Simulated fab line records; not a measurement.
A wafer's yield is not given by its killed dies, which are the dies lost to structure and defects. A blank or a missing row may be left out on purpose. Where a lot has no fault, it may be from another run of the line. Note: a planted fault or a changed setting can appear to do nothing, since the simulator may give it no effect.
What tool caused it? ; flow n5 finfet ; Sampling: 9 lots, 25 wafers, 5 of 1938 route steps

WHAT THE GAUGES READ, wafer by wafer
N5_BEOL_M3_CD_MEAS_18: pitch 36 nm, target cd 18 nm. Usual: cd nm reads 17.86 nm (standard deviation 0.29).
lot;measured;on;cd nm (nm);flag
L364;day 8 01:51;cd sem-03;18.03 17.56 17.87;
L366;day 8 08:16;cd sem-03;18.06 17.83;
L365;day 8 08:44;cd sem-01;18.44 17.98 17.78;
L376;day 11 04:20;cd sem-02;17.98 17.83;
L375;day 11 05:02;cd sem-02;17.99 17.95 18.15;
L380;day 12 07:19;cd sem-03;17.80 18.04 17.46;
L383;day 12 19:20;cd sem-02;18.04 17.94 17.08;
L384;day 13 05:35;cd sem-02;18.08 18.54 18.37;
L385;day 13 16:10;cd sem-02;18.35 17.95 17.87;

N5_BEOL_M4_RC_MEAS_101. Usual: DIBL_N 36.4 mV/V, standard deviation 1.9; DIBL_P 35.8 mV/V, standard deviation 2.1; IOFF_N 0.158 nA/um, standard deviation 0.029; IOFF_P 0.21 nA/um, standard deviation 0.035; ION_N 676 uA/um, standard deviation 14; ION_P 465 uA/um, standard deviation 9.7; SS_N 71.5 mV/dec, standard deviation 0.66; SS_P 73.4 mV/dec, standard deviation 0.7; VT_N 249.8 mV, standard deviation 3; VT_P -250 mV, standard deviation 3.3.
lot;measured;on;DIBL_N (mV/V);DIBL_P (mV/V);IOFF_N (nA/um);IOFF_P (nA/um);ION_N (uA/um);ION_P (uA/um);SS_N (mV/dec);SS_P (mV/dec);VT_N (mV);VT_P (mV);flag
L364;day 9 10:26;prober-02;38.1 37.7 35.1;37.1 36.5 33.8;0.194 0.180 0.139;0.26 0.25 0.21;698 703 691;479 489 482;71.5 71.7 70.8;73.5 73.9 72.7;243.8 246.4 249.2;-245 -247 -247;
L366;day 9 19:14;prober-02;38.7 37.0;39.5 37.7;0.200 0.170;0.23 0.21;693 694;465 473;72.1 71.2;74.2 73.7;246.4 248.1;-250 -253;
L365;day 9 17:47;prober-01;37.6 35.9 36.8;38.6 36.5 36.9;0.163 0.137 0.157;0.19 0.17 0.17;661 650 659;446 443 446;70.9 71.0 71.7;73.8 73.6 73.1;250.5 253.8 250.6;-253 -256 -257;
L376;day 12 18:08;prober-01;36.4 36.3;36.5 34.9;0.190 0.168;0.23 0.19;687 662;469 455;71.2 71.9;73.5 72.3;245.3 247.2;-252 -251;
L375;day 12 22:19;prober-01;36.3 35.3 37.1;36.4 35.0 36.8;0.150 0.140 0.162;0.20 0.18 0.21;664 671 683;454 454 460;71.9 71.2 71.9;73.8 72.8 73.5;249.2 251.6 251.9;-253 -254 -253;
L380;day 13 18:32;prober-02;35.8 35.2 34.1;34.8 34.1 31.6;0.155 0.142 0.117;0.21 0.19 0.16;671 666 656;469 459 448;71.1 71.3 71.0;73.4 73.4 72.0;250.0 251.1 250.5;-249 -248 -251;
L383;day 14 17:02;prober-01;36.4 37.4 35.7;37.0 37.0 35.5;0.159 0.168 0.139;0.23 0.22 0.21;691 676 679;473 466 472;70.7 71.6 71.5;73.3 73.9 73.3;250.1 248.1 253.4;-250 -250 -250;
L384;day 14 22:58;prober-02;37.2 35.6 36.6;37.9 36.8 37.2;0.162 0.142 0.151;0.22 0.20 0.22;671 679 670;459 464 461;72.3 71.2 71.8;73.8 72.9 73.7;250.7 250.5 252.0;-250 -249 -248;
L385;day 15 10:07;prober-01;33.6 31.6 30.2;33.7 31.8 30.0;0.126 0.110 0.091;0.18 0.16 0.14;668 667 652;463 462 455;72.0 70.6 70.8;72.9 72.2 71.9;252.8 253.3 257.4;-250 -254 -254;

WHICH TOOL RAN EACH LOT (tool, then ch and the chambers of the sampled wafers, then the start)
lot;N5_BEOL_M3_ETCH_63;N5_BEOL_M3_STRIP_19;N5_BEOL_M3_ETCH_70
L364;rie diel-06 ch 1,2, day 8 01:16;rie diel-06 ch 0,3, day 8 01:46;rie diel-02 ch 0,2, day 8 07:54
L366;rie diel-06 ch 1,2, day 8 07:28;rie diel-01 ch 2,3, day 8 08:11;rie diel-06 ch 0,2, day 8 16:29
L365;rie diel-06 ch 0,1,3, day 8 08:15;rie diel-06 ch 0,1,2, day 8 08:40;rie diel-02 ch 1,2,3, day 8 17:13
L376;rie diel-06 ch 1,2, day 11 03:57;rie diel-06 ch 0,3, day 11 04:16;rie diel-02 ch 0,3, day 11 19:11
L375;rie diel-06 ch 0,3, day 11 04:40;rie diel-06 ch 1,2, day 11 04:58;rie diel-02 ch 0,1, day 11 20:22
L380;rie diel-02 ch 1,2,3, day 12 06:55;rie diel-06 ch 1,3, day 12 07:15;rie diel-02 ch 2,3, day 12 09:29
L383;rie diel-01 ch 0,1,2, day 12 18:56;rie diel-02 ch 0,1,3, day 12 19:16;rie diel-01 ch 0,2,3, day 13 18:39
L384;rie diel-02 ch 0,3, day 13 05:13;rie diel-01 ch 1,2,3, day 13 05:31;rie diel-06 ch 0,1, day 14 06:01
L385;rie diel-06 ch 1,2,3, day 13 15:47;rie diel-06 ch 1,2,3, day 13 16:06;rie diel-01 ch 0,2,3, day 14 06:08
- N5_BEOL_M3_ETCH_63: etches SiARC in CF4, target depth 15.6 nm, time 26 s.
- N5_BEOL_M3_STRIP_19: strips in O2.
- N5_BEOL_M3_ETCH_70: etches SOC in N2/H2, target depth 80 nm, overetch 16 nm, time 120 s.

AS READ BY THE TOOLS THEMSELVES (means over the sampled wafers that have a number; for cases with no such wafer, the mark the record gives instead)
N5_BEOL_M3_ETCH_63. Usual: drypump motor current A 6.0 A, standard deviation 0.44; etch rf on time s 26.5 s, standard deviation 0.42; oes product au 0.64 a.u., standard deviation 0.066; rf vpp V 183.6 V, standard deviation 1.4; showerhead plenum p Torr 2.11 Torr, standard deviation 0.093; throttle valve pct 15.68 %, standard deviation 0.27.
lot;tool;drypump motor current A (A);etch rf on time s (s);oes product au (a.u.);rf vpp V (V);showerhead plenum p Torr (Torr);throttle valve pct (%);flag
L364;rie diel-06;5.9;26.6;0.66;182.3;2.06;15.52;
L366;rie diel-06;5.8;26.9;0.65;183.8;2.10;15.57;
L365;rie diel-06;6.2;26.6;0.62;183.4;2.04;15.63;
L376;rie diel-06;5.8;26.8;0.63;183.7;2.10;15.61;
L375;rie diel-06;6.5;26.4;0.66;182.6;2.04;15.63;
L380;rie diel-02;6.2;26.4;0.62;184.0;2.08;15.78;
L383;rie diel-01;5.6;26.3;0.61;183.7;2.13;15.98;
L384;rie diel-02;6.5;26.0;0.70;184.1;2.19;15.43;
L385;rie diel-06;6.1;26.5;0.69;184.1;2.15;15.55;

N5_BEOL_M3_STRIP_19. Usual: drypump motor current A 6.0 A (standard deviation 0.42); o2 flow sccm 225.0 sccm (standard deviation 0.69); oes product au 0.76 a.u. (standard deviation 0.081); rf vpp V 3.7 V (standard deviation 0.49); showerhead plenum p Torr 2.07 Torr (standard deviation 0.09); temp c 40.02 C (standard deviation 0.11); throttle valve pct 16.78 % (standard deviation 0.27).
lot;tool;drypump motor current A (A);o2 flow sccm (sccm);oes product au (a.u.);rf vpp V (V);showerhead plenum p Torr (Torr);temp c (C);throttle valve pct (%);flag
L364;rie diel-06;6.4;224.8;0.70;4.1;2.01;40.16;16.86;
L366;rie diel-01;5.8;225.2;0.74;4.2;2.10;39.92;16.75;
L365;rie diel-06;5.9;225.7;0.74;3.6;2.06;39.95;16.68;
L376;rie diel-06;6.3;224.8;0.83;4.0;2.02;39.88;16.62;
L375;rie diel-06;5.9;225.7;0.76;3.7;2.01;40.20;16.64;
L380;rie diel-06;6.2;225.3;0.74;3.9;1.94;40.03;16.70;
L383;rie diel-02;6.2;224.2;0.77;3.4;2.14;39.97;16.74;
L384;rie diel-01;5.7;224.8;0.82;3.4;2.08;40.02;16.79;
L385;rie diel-06;6.1;224.0;0.82;4.3;2.11;40.00;16.64;

N5_BEOL_M3_ETCH_70. Usual: drypump motor current A 6.1 A (standard deviation 0.47); oes product au 0.59 a.u. (standard deviation 0.064); rf vpp V 523 V (standard deviation 3.3); run length s 143.2 s (standard deviation 0.51); showerhead plenum p Torr 2.51 Torr (standard deviation 0.11); temp c 40.01 C (standard deviation 0.12); throttle valve pct 17.9 % (standard deviation 0.32).
lot;tool;drypump motor current A (A);oes product au (a.u.);rf vpp V (V);run length s (s);showerhead plenum p Torr (Torr);temp c (C);throttle valve pct (%);flag
L364;rie diel-02;6.7;0.65;522;143.4;2.47;40.10;17.7;
L366;rie diel-06;5.8;0.55;524;143.0;2.57;39.92;17.9;
L365;rie diel-02;6.1;0.58;522;142.9;2.48;39.95;18.0;
L376;rie diel-02;6.5;0.57;524;159.8;2.55;40.30;17.9;OFF
L375;rie diel-02;6.4;0.62;528;154.3;2.67;40.07;17.5;OFF
L380;rie diel-02;6.5;0.55;519;154.6;2.37;40.07;18.0;OFF
L383;rie diel-01;5.9;0.62;523;143.3;2.52;40.07;17.9;
L384;rie diel-06;6.0;0.65;521;142.5;2.43;39.99;17.5;
L385;rie diel-01;5.9;0.62;523;143.6;2.52;39.87;17.9;

THE ANSWER, worked out from the rows above alone
Rule: take the mean of a lot's wafers that have a number; if it is more than 3 standard deviations from the usual mean, the lot is off. A lot without any number at a reading at which 4 lots or more have one is off too. Any other lot the step has rows for is counted as sound. First the gauges in route order, then the tools' own readings, where a lot's mean is used as printed above. At the first step where some lot is off, the reading lying furthest off is the one used; lots without a number count as furthest.
Off: L376, L375, L380, at N5_BEOL_M3_ETCH_70 (run length s).
If a tool, at that step or one of the process steps before it, ran each lot that is off and ran no sound lot following the first of them, it fits. One fits: N5_BEOL_M3_ETCH_70 on rie diel-02. A fault onset in the window from L365 (day 8 17:13, its last sound lot) to L376 (day 11 19:11, its first lot off) fits.
On the lots that are off, the tool's own readings at N5_BEOL_M3_ETCH_70 differ by more than 5 times the standard deviation of the sound lots' means, which bears it out; run length s reads 156.2 s there versus 143.1 s on the sound lots.

WHAT THE SIMULATOR HAD PUT IN
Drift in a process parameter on rie diel-02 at N5_BEOL_M3_ETCH_70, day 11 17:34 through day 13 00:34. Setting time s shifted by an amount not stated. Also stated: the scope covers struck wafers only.
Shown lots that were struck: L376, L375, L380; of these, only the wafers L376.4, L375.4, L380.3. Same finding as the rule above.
